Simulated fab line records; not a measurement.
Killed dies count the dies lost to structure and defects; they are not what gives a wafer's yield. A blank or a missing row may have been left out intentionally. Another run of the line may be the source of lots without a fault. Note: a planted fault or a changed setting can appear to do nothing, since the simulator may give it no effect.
Split-lot experiment / flow n5-finfet / route with 1938 steps; 7 lots, 21 wafers read

THE SPLIT ITSELF
At N5_BEOL_M0_SAQP_PECVD_04 (deposits a-Si from SiH4/He, target thk 60 nm, time 60.2 s), the setting time-s was moved away from the recipe's 60.2 s on 6 of the 21 wafers read, by -11.8% to +9.2%. The other wafers ran this setting at the recipe's value.

FROM THE SPLIT TO THE READING: what the file shows between them, 5 steps
- N5_BEOL_M0_SAQP_THK_MEAS_05
- N5_BEOL_M0_SAQP_HM_DEP_111: deposits SiO2 from SiH4/N2O, target thk 12 nm, time 7.2 s
- N5_BEOL_M0_SAQP_COAT_81: time 60 s, resist thk 100 nm
- N5_BEOL_M0_SAQP_HM_OPEN_112: chemistry CHF3/O2, target SiO2, stops on a-Si, target depth 12 nm, time 13.5 s
- N5_BEOL_M0_SAQP_STRIP_113: strips in CHF3/O2

THE READING
oes-product-au, in a.u., at N5_BEOL_M0_SAQP_MANDREL_ETCH_20 (etches a-Si in HBr/Cl2, stops on SiNx, target depth 60 nm, bt time 10 s, time 30 s). Fault-free wafers of this fab line usually give 0.767 a.u., standard deviation 0.011 a.u.

wafer=L075.2; tool, chamber at the split=pecvd-03, 0; time-s as run, s=65.43; against the recipe=+8.7%; oes-product-au, a.u.=0.800; against lot-mates on the recipe=+0.022
wafer=L075.4; tool, chamber at the split=pecvd-03, 1; time-s as run, s=60.2; against the recipe=recipe; oes-product-au, a.u.=0.771; against lot-mates on the recipe=-
wafer=L075.5; tool, chamber at the split=pecvd-03, 2; time-s as run, s=60.2; against the recipe=recipe; oes-product-au, a.u.=0.784; against lot-mates on the recipe=-
wafer=L077.1; tool, chamber at the split=pecvd-02, 2; time-s as run, s=53.07; against the recipe=-11.8%; oes-product-au, a.u.=0.713; against lot-mates on the recipe=-0.051
wafer=L077.3; tool, chamber at the split=pecvd-02, 0; time-s as run, s=60.2; against the recipe=recipe; oes-product-au, a.u.=0.762; against lot-mates on the recipe=-
wafer=L077.5; tool, chamber at the split=pecvd-02, 0; time-s as run, s=60.2; against the recipe=recipe; oes-product-au, a.u.=0.767; against lot-mates on the recipe=-
wafer=L080.2; tool, chamber at the split=pecvd-03, 1; time-s as run, s=60.2; against the recipe=recipe; oes-product-au, a.u.=0.777; against lot-mates on the recipe=-
wafer=L080.5; tool, chamber at the split=pecvd-03, 1; time-s as run, s=62.67; against the recipe=+4.1%; oes-product-au, a.u.=0.793; against lot-mates on the recipe=+0.017
wafer=L080.6; tool, chamber at the split=pecvd-03, 2; time-s as run, s=60.2; against the recipe=recipe; oes-product-au, a.u.=0.775; against lot-mates on the recipe=-
wafer=L085.2; tool, chamber at the split=pecvd-03, 0; time-s as run, s=60.2; against the recipe=recipe; oes-product-au, a.u.=0.764; against lot-mates on the recipe=-
wafer=L085.3; tool, chamber at the split=pecvd-03, 2; time-s as run, s=60.2; against the recipe=recipe; oes-product-au, a.u.=0.773; against lot-mates on the recipe=-
wafer=L085.4; tool, chamber at the split=pecvd-03, 1; time-s as run, s=60.2; against the recipe=recipe; oes-product-au, a.u.=0.783; against lot-mates on the recipe=-
wafer=L095.3; tool, chamber at the split=pecvd-03, 0; time-s as run, s=60.2; against the recipe=recipe; oes-product-au, a.u.=0.769; against lot-mates on the recipe=-
wafer=L095.4; tool, chamber at the split=pecvd-03, 2; time-s as run, s=65.71; against the recipe=+9.2%; oes-product-au, a.u.=0.815; against lot-mates on the recipe=+0.042
wafer=L095.6; tool, chamber at the split=pecvd-03, 0; time-s as run, s=60.2; against the recipe=recipe; oes-product-au, a.u.=0.777; against lot-mates on the recipe=-
wafer=L096.1; tool, chamber at the split=pecvd-01, 0; time-s as run, s=54.87; against the recipe=-8.9%; oes-product-au, a.u.=0.704; against lot-mates on the recipe=-0.063
wafer=L096.3; tool, chamber at the split=pecvd-01, 2; time-s as run, s=54.87; against the recipe=-8.9%; oes-product-au, a.u.=0.730; against lot-mates on the recipe=-0.037
wafer=L096.4; tool, chamber at the split=pecvd-01, 1; time-s as run, s=60.2; against the recipe=recipe; oes-product-au, a.u.=0.767; against lot-mates on the recipe=-
wafer=L097.3; tool, chamber at the split=pecvd-03, 0; time-s as run, s=60.2; against the recipe=recipe; oes-product-au, a.u.=0.762; against lot-mates on the recipe=-
wafer=L097.4; tool, chamber at the split=pecvd-03, 2; time-s as run, s=60.2; against the recipe=recipe; oes-product-au, a.u.=0.776; against lot-mates on the recipe=-
wafer=L097.5; tool, chamber at the split=pecvd-03, 1; time-s as run, s=60.2; against the recipe=recipe; oes-product-au, a.u.=0.794; against lot-mates on the recipe=-

THE FIT
A straight line over all 21 wafers: oes-product-au changes by +0.00505 a.u. for each +1% of time-s; r = +0.93; the points scatter about the line by 0.01 a.u.
The same after taking each lot's own level away (the mean of its wafers on the recipe; 21 wafers): +0.00451 a.u. for each +1%; r = +0.93; scatter 0.0092 a.u.
According to that fit, moving time-s by its largest amount changes the reading by 0.053 a.u.
The lots' own levels span 0.7645 to 0.7775 a.u., that is 1.2 times the standard deviation above.
So the slope is not independent of the lot-to-lot level: the two fits are not the same.
Check: for one of the wafers moved furthest among these (-11.8%), held out of the fit, the line's prediction against its lot-mates is -0.0568 a.u. Against them it came out at -0.0515 a.u.

THE WHOLE CHAIN: every reading that the file lists as answering this split, in the file's order
step=N5_BEOL_M0_SAQP_PECVD_04; what it does=deposits a-Si from SiH4/He, target thk 60 nm, time 60.2 s; reading=a-Si_of_BEOL_M0_SAQP_PECVD_04.thk-nm (the simulator's own value, which no gauge read); change (the file's fit)=+0.58 nm for each +1% of the setting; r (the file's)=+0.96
step=N5_BEOL_M0_SAQP_THK_MEAS_05; what it does=; reading=thk-nm; change (the file's fit)=withheld for each +1% of the setting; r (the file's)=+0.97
step=N5_BEOL_M0_SAQP_MANDREL_ETCH_20; what it does=etches a-Si in HBr/Cl2, stops on SiNx, target depth 60 nm, bt time 10 s, time 30 s; reading=oes-product-au; change (the file's fit)=+0.00431 a.u. for each +1% of the setting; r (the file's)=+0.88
step=N5_BEOL_M0_SAQP_MANDREL_ETCH_20; what it does=etches a-Si in HBr/Cl2, stops on SiNx, target depth 60 nm, bt time 10 s, time 30 s; reading=etch.depth-nm (the simulator's own value, which no gauge read); change (the file's fit)=+0.586 nm for each +1% of the setting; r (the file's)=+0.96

FILE'S OWN FIT
oes-product-au changes by +0.00431 a.u. for each +1% of time-s, r = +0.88.
